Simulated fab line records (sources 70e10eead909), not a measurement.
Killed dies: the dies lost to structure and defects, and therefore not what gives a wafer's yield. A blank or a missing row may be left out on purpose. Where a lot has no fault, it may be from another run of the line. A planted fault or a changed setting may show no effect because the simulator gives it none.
Matching of chambers    flow nand_harc    NHARC_THIN_TSV_ETCH_44 on rie_diel-11: 4 sister chambers
The step etches the open film in CF4/O2, target depth 1594.2 nm, time 797.1 s. 8 wafers are shown with their chamber, then 11 later ones without.

WAFERS WITH THEIR CHAMBER
wafer   chamber  drypump_motor_current_A (A)  rf_vpp_V (V)
L087.1  2        6.2                          795
L087.6  3        6.3                          803
L089.3  0        5.1                          799
L089.5  2        6.2                          795
L090.2  0        5.1                          797
L090.3  1        5.5                          790
L090.4  3        6.3                          801
L091.3  1        5.4                          791

WAFERS WHOSE CHAMBER IS MISSING
wafer   drypump_motor_current_A (A)  rf_vpp_V (V)
L091.5  6.3                          803
L091.6  6.3                          796
L094.2  5.1                          797
L094.4  5.4                          789
L094.6  5.5                          789
L095.2  6.2                          796
L095.3  6.3                          802
L095.5  6.3                          803
L096.1  6.3                          795
L096.2  5.5                          790
L096.3  6.3                          802

WHICH CHAMBER EACH WENT THROUGH
wafer   from the rows above  in truth
L091.5  3                    3
L091.6  2                    2
L094.2  0                    0
L094.4  1                    1
L094.6  1                    1
L095.2  2                    2
L095.3  3                    3
L095.5  3                    3
L096.1  2                    2
L096.2  1                    1
L096.3  3                    3
Correctly placed: 11 of 11. Not placeable from these rows: 0. Wrongly placed: 0.
How it was worked out, from the rows above alone: a wafer's distance from a chamber is the root of the sum, over the readings, of the square of ((its reading less the chamber's mean) divided by the reading's scatter). The wafer belongs to the nearest chamber; if the next one is less than 2 further off, it can't be placed. A chamber's mean is the mean of its shown wafers. How the scatter is found: for the shown wafers, subtract from each reading the mean of its chamber, square and add these, divide the total by (wafers less chambers), then take the root.
